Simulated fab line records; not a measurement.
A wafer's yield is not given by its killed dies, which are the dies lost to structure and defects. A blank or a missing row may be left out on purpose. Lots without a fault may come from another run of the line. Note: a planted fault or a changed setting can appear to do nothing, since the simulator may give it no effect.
Matching of chambers || flow n5-finfet || rie-diel-01 running N5_BEOL_M0_SAQP_HM_OPEN_112: 4 sister chambers
The step chemistry CHF3/O2, target SiO2, stops on a-Si, target depth 12 nm, time 13.5 s. 16 wafers are shown with their chamber, then 8 later ones without.

== EACH WAFER AND ITS CHAMBER ==
{"wafer": "L074.1", "chamber": 1, "showerhead-plenum-p-Torr (Torr)": 2.29, "throttle-valve-pct (%)": 19.07, "rf-vpp-V (V)": 517}
{"wafer": "L074.3", "chamber": 2, "showerhead-plenum-p-Torr (Torr)": 2.45, "throttle-valve-pct (%)": 18.99, "rf-vpp-V (V)": 529}
{"wafer": "L074.5", "chamber": 3, "showerhead-plenum-p-Torr (Torr)": 2.46, "throttle-valve-pct (%)": 18.59, "rf-vpp-V (V)": 513}
{"wafer": "L078.4", "chamber": 1, "showerhead-plenum-p-Torr (Torr)": 2.29, "throttle-valve-pct (%)": 19.08, "rf-vpp-V (V)": 520}
{"wafer": "L078.5", "chamber": 2, "showerhead-plenum-p-Torr (Torr)": 2.44, "throttle-valve-pct (%)": 19.00, "rf-vpp-V (V)": 529}
{"wafer": "L078.6", "chamber": 3, "showerhead-plenum-p-Torr (Torr)": 2.46, "throttle-valve-pct (%)": 18.60, "rf-vpp-V (V)": 515}
{"wafer": "L082.1", "chamber": 3, "showerhead-plenum-p-Torr (Torr)": 2.46, "throttle-valve-pct (%)": 18.63, "rf-vpp-V (V)": 513}
{"wafer": "L082.3", "chamber": 1, "showerhead-plenum-p-Torr (Torr)": 2.29, "throttle-valve-pct (%)": 19.11, "rf-vpp-V (V)": 520}
{"wafer": "L082.6", "chamber": 0, "showerhead-plenum-p-Torr (Torr)": 2.37, "throttle-valve-pct (%)": 18.78, "rf-vpp-V (V)": 519}
{"wafer": "L086.3", "chamber": 2, "showerhead-plenum-p-Torr (Torr)": 2.44, "throttle-valve-pct (%)": 19.01, "rf-vpp-V (V)": 529}
{"wafer": "L086.5", "chamber": 0, "showerhead-plenum-p-Torr (Torr)": 2.37, "throttle-valve-pct (%)": 18.79, "rf-vpp-V (V)": 518}
{"wafer": "L086.6", "chamber": 1, "showerhead-plenum-p-Torr (Torr)": 2.28, "throttle-valve-pct (%)": 19.10, "rf-vpp-V (V)": 518}
{"wafer": "L089.1", "chamber": 2, "showerhead-plenum-p-Torr (Torr)": 2.43, "throttle-valve-pct (%)": 19.00, "rf-vpp-V (V)": 528}
{"wafer": "L089.2", "chamber": 1, "showerhead-plenum-p-Torr (Torr)": 2.28, "throttle-valve-pct (%)": 19.13, "rf-vpp-V (V)": 519}
{"wafer": "L089.3", "chamber": 0, "showerhead-plenum-p-Torr (Torr)": 2.37, "throttle-valve-pct (%)": 18.79, "rf-vpp-V (V)": 518}
{"wafer": "L092.1", "chamber": 2, "showerhead-plenum-p-Torr (Torr)": 2.43, "throttle-valve-pct (%)": 19.03, "rf-vpp-V (V)": 528}

SIGNATURES (averages over the wafers above)
{"reading": "showerhead-plenum-p-Torr", "chamber 0": 2.3700, "chamber 1": 2.2860, "chamber 2": 2.4380, "chamber 3": 2.4600, "scatter within a chamber": 0.00577}
{"reading": "throttle-valve-pct", "chamber 0": 18.7867, "chamber 1": 19.0980, "chamber 2": 19.0060, "chamber 3": 18.6067, "scatter within a chamber": 0.0186}
{"reading": "rf-vpp-V", "chamber 0": 518.33, "chamber 1": 518.80, "chamber 2": 528.60, "chamber 3": 513.67, "scatter within a chamber": 0.972}
Rule: a wafer lies at a distance from a chamber equal to the root of the sum of squares, over the readings, of (its reading less the chamber's mean, divided by the reading's scatter). If the next closest chamber is less than 2 further off than the closest, the wafer can't be placed; otherwise it belongs to the closest. The scatter: take each reading less its chamber's mean, square it, sum over the shown wafers, divide by the number of wafers less the number of chambers, and take the root.

== WAFERS WHOSE CHAMBER IS MISSING ==
{"wafer": "L092.2", "showerhead-plenum-p-Torr (Torr)": 2.45, "throttle-valve-pct (%)": 18.66, "rf-vpp-V (V)": 513}
{"wafer": "L092.5", "showerhead-plenum-p-Torr (Torr)": 2.45, "throttle-valve-pct (%)": 18.64, "rf-vpp-V (V)": 514}
{"wafer": "L095.4", "showerhead-plenum-p-Torr (Torr)": 2.43, "throttle-valve-pct (%)": 19.04, "rf-vpp-V (V)": 529}
{"wafer": "L095.5", "showerhead-plenum-p-Torr (Torr)": 2.37, "throttle-valve-pct (%)": 18.81, "rf-vpp-V (V)": 519}
{"wafer": "L095.6", "showerhead-plenum-p-Torr (Torr)": 2.45, "throttle-valve-pct (%)": 18.64, "rf-vpp-V (V)": 512}
{"wafer": "L097.3", "showerhead-plenum-p-Torr (Torr)": 2.57, "throttle-valve-pct (%)": 18.73, "rf-vpp-V (V)": 529}
{"wafer": "L097.4", "showerhead-plenum-p-Torr (Torr)": 2.43, "throttle-valve-pct (%)": 19.07, "rf-vpp-V (V)": 528}
{"wafer": "L097.5", "showerhead-plenum-p-Torr (Torr)": 2.36, "throttle-valve-pct (%)": 18.83, "rf-vpp-V (V)": 518}

== WHICH CHAMBER EACH WENT THROUGH ==
{"wafer": "L092.2", "from the rows above": 3, "in truth": 3}
{"wafer": "L092.5", "from the rows above": 3, "in truth": 3}
{"wafer": "L095.4", "from the rows above": 2, "in truth": 2}
{"wafer": "L095.5", "from the rows above": 0, "in truth": 0}
{"wafer": "L095.6", "from the rows above": 3, "in truth": 3}
{"wafer": "L097.3", "from the rows above": "can't be placed: 3 or 2", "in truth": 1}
{"wafer": "L097.4", "from the rows above": 2, "in truth": 2}
{"wafer": "L097.5", "from the rows above": 0, "in truth": 0}
7 of 8 placed correctly. Cannot be placed on the basis of these rows: 1; the candidates contain the true chamber in 0. Wrongly placed: 0.
